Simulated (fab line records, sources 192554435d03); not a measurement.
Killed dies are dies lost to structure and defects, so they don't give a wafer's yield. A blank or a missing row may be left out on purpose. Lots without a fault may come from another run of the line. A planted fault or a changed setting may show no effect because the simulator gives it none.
Which tool did it? | flow n5_finfet | 13 lots, 37 wafers sampled, at 5 steps of a route of 1938

WHAT THE GAUGES READ, wafer by wafer
The record holds no reading of a measuring or inspecting step that can be judged against a usual standard deviation.

WHICH TOOL RAN EACH LOT (tool, then ch and the chambers of the sampled wafers, then the start)
lot  | N5_BEOL_M5_ALD_86                   | N5_BEOL_M5_SPUTTER_83        | N5_BEOL_M5_ANNEAL_84         | N5_BEOL_M5_SPUTTER_88        | N5_PASSIVATION_PROBE_49
L131 | ald_metal-03 ch 0,3, day 9 01:14    | pvd_sputter-01, day 9 04:02  | pvd_sputter-01, day 9 04:07  | pvd_sputter-01, day 9 05:07  | prober-01, day 12 22:04
L135 | ald_metal-04 ch 0,2, day 9 18:02    | pvd_sputter-01, day 9 21:07  | pvd_sputter-01, day 9 21:11  | pvd_sputter-01, day 9 22:11  | -
L134 | ald_metal-04 ch 1,2, day 10 00:29   | pvd_sputter-02, day 10 03:07 | pvd_sputter-02, day 10 03:12 | pvd_sputter-02, day 10 04:13 | prober-01, day 14 01:18
L137 | ald_metal-03 ch 1, day 10 03:52     | pvd_sputter-01, day 10 06:39 | pvd_sputter-01, day 10 07:11 | pvd_sputter-01, day 10 07:44 | prober-02, day 14 13:14
L141 | ald_metal-04 ch 1,2,3, day 11 17:37 | pvd_sputter-02, day 11 20:16 | pvd_sputter-02, day 11 20:20 | pvd_sputter-02, day 11 21:21 | -
L143 | ald_metal-01 ch 0,1,3, day 12 02:14 | pvd_sputter-01, day 12 04:52 | pvd_sputter-01, day 12 04:57 | pvd_sputter-01, day 12 05:57 | prober-02, day 16 06:40
L142 | ald_metal-03 ch 0,2,3, day 12 02:52 | pvd_sputter-03, day 12 07:11 | pvd_sputter-03, day 12 07:16 | pvd_sputter-03, day 12 08:16 | prober-01, day 16 09:27
L144 | ald_metal-04 ch 0,1,3, day 12 20:20 | pvd_sputter-03, day 12 22:58 | pvd_sputter-03, day 12 23:02 | pvd_sputter-03, day 13 00:02 | prober-01, day 16 14:43
L146 | ald_metal-03 ch 0,1,3, day 12 21:15 | pvd_sputter-02, day 12 23:56 | pvd_sputter-02, day 13 00:01 | pvd_sputter-02, day 13 01:02 | -
L145 | ald_metal-01 ch 0,3, day 12 21:37   | pvd_sputter-01, day 13 01:59 | pvd_sputter-01, day 13 02:04 | pvd_sputter-01, day 13 03:04 | -
L147 | ald_metal-01 ch 0,1,3, day 13 01:38 | pvd_sputter-03, day 13 04:19 | pvd_sputter-03, day 13 04:24 | pvd_sputter-03, day 13 05:25 | prober-01, day 17 05:26
L150 | ald_metal-03 ch 1,2,3, day 14 02:10 | pvd_sputter-02, day 14 04:49 | pvd_sputter-02, day 14 04:53 | pvd_sputter-02, day 14 05:54 | prober-01, day 17 19:25
L151 | ald_metal-03 ch 1,2, day 14 10:08   | pvd_sputter-03, day 14 12:47 | pvd_sputter-03, day 14 12:52 | pvd_sputter-03, day 14 13:53 | prober-02, day 18 11:43
- N5_BEOL_M5_ALD_86: deposits TaN, pulse time 2 s, purge time 3 s, co reactant purge time 2 s.
- N5_BEOL_M5_SPUTTER_83: material Cu, target thk 15 nm, time 27.62 s.
- N5_BEOL_M5_ANNEAL_84: time 1800 s.
- N5_BEOL_M5_SPUTTER_88: material Cu, target thk 15 nm, time 27.62 s.
- N5_PASSIVATION_PROBE_49

WHAT THE TOOLS THEMSELVES READ (means of the sampled wafers that have a number; where no wafer has one, the mark that the record gives instead)
N5_BEOL_M5_ALD_86.
lot  | tool         | chamber_pressure_Torr (Torr) | heater_power_w (W)
L131 | ald_metal-03 | 2.995                        | 343
L135 | ald_metal-04 | 2.999                        | 376
L134 | ald_metal-04 | -                            | -
L137 | ald_metal-03 | -                            | -
L141 | ald_metal-04 | 3.002                        | 377
L143 | ald_metal-01 | 2.999                        | 399
L142 | ald_metal-03 | 3.002                        | 400
L144 | ald_metal-04 | 2.996                        | 417
L146 | ald_metal-03 | 2.999                        | 378
L145 | ald_metal-01 | 2.996                        | 373
L147 | ald_metal-01 | 2.998                        | 396
L150 | ald_metal-03 | 2.998                        | 414
L151 | ald_metal-03 | 2.994                        | 433

N5_BEOL_M5_SPUTTER_83.
lot  | tool           | chuck_sensor_temp_C (C) | throttle_valve_pct (%)
L131 | pvd_sputter-01 | -16.17                  | 30.2
L135 | pvd_sputter-01 | -16.09                  | 29.7
L134 | pvd_sputter-02 | -16.05                  | 30.8
L137 | pvd_sputter-01 | -16.39                  | 30.1
L141 | pvd_sputter-02 | -15.77                  | 30.2
L143 | pvd_sputter-01 | -16.04                  | 29.8
L142 | pvd_sputter-03 | -15.94                  | 29.0
L144 | pvd_sputter-03 | -15.85                  | 29.7
L146 | pvd_sputter-02 | -15.93                  | 30.7
L145 | pvd_sputter-01 | -16.05                  | 29.9
L147 | pvd_sputter-03 | -15.81                  | 29.5
L150 | pvd_sputter-02 | -15.91                  | 30.5
L151 | pvd_sputter-03 | -15.93                  | 28.8

N5_BEOL_M5_ANNEAL_84.
lot  | tool           | heater_power_w (W)
L131 | pvd_sputter-01 | 772
L135 | pvd_sputter-01 | 743
L134 | pvd_sputter-02 | 819
L137 | pvd_sputter-01 | 740
L141 | pvd_sputter-02 | 803
L143 | pvd_sputter-01 | 779
L142 | pvd_sputter-03 | 834
L144 | pvd_sputter-03 | 803
L146 | pvd_sputter-02 | 828
L145 | pvd_sputter-01 | 779
L147 | pvd_sputter-03 | 854
L150 | pvd_sputter-02 | 823
L151 | pvd_sputter-03 | 821

N5_BEOL_M5_SPUTTER_88.
lot  | tool           | chuck_sensor_temp_C (C) | throttle_valve_pct (%)
L131 | pvd_sputter-01 | -16.15                  | 30.2
L135 | pvd_sputter-01 | -16.12                  | 29.6
L134 | pvd_sputter-02 | -16.13                  | 30.8
L137 | pvd_sputter-01 | -16.47                  | 30.4
L141 | pvd_sputter-02 | -15.72                  | 30.2
L143 | pvd_sputter-01 | -16.02                  | 29.8
L142 | pvd_sputter-03 | -15.95                  | 29.0
L144 | pvd_sputter-03 | -15.84                  | 29.6
L146 | pvd_sputter-02 | -15.94                  | 30.7
L145 | pvd_sputter-01 | -15.99                  | 29.8
L147 | pvd_sputter-03 | -15.90                  | 29.6
L150 | pvd_sputter-02 | -15.94                  | 30.5
L151 | pvd_sputter-03 | -15.96                  | 28.8

N5_PASSIVATION_PROBE_49.
lot  | tool      | killed_at_M0_to_M3 | killed_at_M4_up | killed_at_contacts | killed_at_front_end | killed_at_other | killed_dies | killed_on_rim | killed_open | killed_short
L131 | prober-01 | 37                 | 10              | 16                 | 27                  | 4.7             | 95          | 11            | 65          | 29
L134 | prober-01 | 31                 | 1089            | 13                 | 44                  | 2.0             | 1180        | 152           | 63          | 36
L137 | prober-02 | 38                 | 1080            | 8                  | 49                  | 5.0             | 1180        | 152           | 69          | 39
L143 | prober-02 | 56                 | 16              | 10                 | 24                  | 1.3             | 107         | 11            | 76          | 31
L142 | prober-01 | 24                 | 17              | 5                  | 45                  | 5.3             | 97          | 14            | 67          | 26
L144 | prober-01 | 27                 | 11              | 21                 | 38                  | 4.0             | 101         | 11            | 68          | 32
L147 | prober-01 | 35                 | 9               | 20                 | 37                  | 6.0             | 107         | 13            | 74          | 33
L150 | prober-01 | 43                 | 13              | 12                 | 41                  | 2.0             | 111         | 15            | 69          | 40
L151 | prober-02 | 33                 | 9               | 10                 | 44                  | 4.7             | 100         | 12            | 66          | 30

THE ANSWER, worked out from the rows above alone
Rule: what is usual is taken from the lots themselves. Put in order of their means at a reading, lots are off if they are a third of the lots or fewer, leave a main group of 4 or more, and stand apart from it by a gap of 3 or more times the standard deviation of the main group's means; of several such gaps the widest counts. A main group whose means are all the same, to the digits that the tables above print for the reading, isn't used. A lot without any number at a reading at which 4 lots or more have one is off too. The other lots that the step has rows for count as sound. The gauges are gone through in route order, then the tools' own readings, and for those a lot's mean is taken as printed above. The first step at which some lot is off is used, and at that step the reading that is off furthest; a lot without a number counts as furthest.
Off: L134, L137, at N5_BEOL_M5_ALD_86 (chamber_pressure_Torr). Without a number there: L134, L137. The main group: mean 2.998 Torr, standard deviation 0.0025.
A tool fits if, at that step or a process step before it, it ran every lot that is off, and no sound lot after the first of them. None of those tried fits.

WHAT THE SIMULATOR HAD PUT IN
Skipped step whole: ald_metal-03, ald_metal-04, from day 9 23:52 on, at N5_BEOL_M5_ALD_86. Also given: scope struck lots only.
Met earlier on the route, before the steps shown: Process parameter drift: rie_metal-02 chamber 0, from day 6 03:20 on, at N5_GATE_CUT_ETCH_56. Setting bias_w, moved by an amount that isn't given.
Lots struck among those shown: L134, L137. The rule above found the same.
